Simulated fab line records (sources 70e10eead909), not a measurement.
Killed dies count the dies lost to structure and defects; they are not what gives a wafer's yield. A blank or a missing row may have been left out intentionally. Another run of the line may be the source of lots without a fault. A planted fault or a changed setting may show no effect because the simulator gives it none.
The tool behind it: which one?	flow nand harc	Sampling: 12 lots, 36 wafers, 4 of 1302 route steps

== WHAT THE GAUGES SHOWED, per wafer ==
NHARC_P_CONTACT_CD_MEAS_12: target cd 90 nm.
lot	measured	on	cd nm (nm)
L075	day 6 08:11	cd sem-02	89.7 89.5 88.9
L077	day 7 01:01	cd sem-02	89.7 88.9 89.9
L079	day 8 01:26	cd sem-01	90.4 89.2 89.4
L081	day 8 16:47	cd sem-02	89.1 89.5 90.7
L083	day 9 11:56	cd sem-02	91.2 90.5 90.2
L085	day 10 14:40	cd sem-02	90.6 90.3 90.4
L087	day 11 07:49	cd sem-02	90.4 91.0 90.5
L089	day 12 06:18	cd sem-02	89.3 88.8 89.4
L091	day 12 20:05	cd sem-01	89.3 89.1 89.9
L093	day 13 18:47	cd sem-02	90.6 90.1 89.3
L095	day 14 09:47	cd sem-02	90.1 89.2 89.7
L097	day 15 08:25	cd sem-01	89.6 90.6 90.6

== WHICH TOOL RAN EACH LOT (tool, then ch and the chambers of the sampled wafers, then the start) ==
lot	NHARC_P_GATE_DESCUM_48	NHARC_P_GATE_STRIP_76	NHARC_P_GATE_RTA_82
L075	rie diel-06 ch 0,1,3, day 6 00:11	plasma asher-02 ch 0,1, day 6 02:35	rtp anneal-01 ch 0, day 6 06:23
L077	rie diel-10 ch 0,3, day 6 16:28	plasma asher-01 ch 0,1, day 6 19:05	rtp anneal-01 ch 0, day 6 23:04
L079	rie diel-10 ch 0,2, day 7 17:24	plasma asher-02 ch 0,1, day 7 19:47	rtp anneal-02 ch 0, day 7 23:45
L081	rie diel-06 ch 0,1, day 8 08:53	plasma asher-01 ch 0,1, day 8 11:16	rtp anneal-02 ch 0, day 8 15:08
L083	rie diel-03 ch 1,2, day 9 04:07	plasma asher-01 ch 0,1, day 9 06:29	rtp anneal-02 ch 0, day 9 10:17
L085	rie diel-03 ch 1,3, day 10 07:00	plasma asher-02 ch 0,1, day 10 09:16	rtp anneal-02 ch 0, day 10 13:00
L087	rie diel-06 ch 0,1,3, day 10 23:49	plasma asher-01 ch 0,1, day 11 02:14	rtp anneal-02 ch 0, day 11 06:08
L089	rie diel-03 ch 1,2,3, day 11 21:17	plasma asher-02 ch 0,1, day 11 23:56	rtp anneal-02 ch 0, day 12 04:31
L091	rie diel-06 ch 0,1,2, day 12 11:58	plasma asher-01 ch 0, day 12 14:26	rtp anneal-02 ch 0, day 12 18:17
L093	rie diel-06 ch 1,2,3, day 13 10:48	plasma asher-02 ch 0,1, day 13 13:11	rtp anneal-01 ch 0, day 13 17:07
L095	rie diel-10 ch 2,3, day 14 01:56	plasma asher-02 ch 0,1, day 14 04:12	rtp anneal-01 ch 0, day 14 08:02
L097	rie diel-10 ch 1,2,3, day 15 00:40	plasma asher-01 ch 0,1, day 15 02:55	rtp anneal-01 ch 0, day 15 06:35
- NHARC_P_GATE_DESCUM_48: chemistry O2, time 3 s.
- NHARC_P_GATE_STRIP_76: strips in O2.
- NHARC_P_GATE_RTA_82: time 30 s.

== THE ANSWER, worked out from the rows above alone ==
Rule: the usual values come from the lots themselves. Put in order of their means at a reading, lots are off if they are a third of the lots or fewer, leave a main group of 4 or more, and stand apart from it by a gap of 3 or more times the standard deviation of the main group's means; of several such gaps the widest counts. If all means in a main group match to the digits the tables above print for the reading, that group is not used. A lot without any number at a reading at which 4 lots or more have one is off too. All remaining lots with rows at the step are treated as sound.
No lot is off on any of the readings shown, so nothing can be concluded from this.

== WHAT THE SIMULATOR HAD PUT IN ==
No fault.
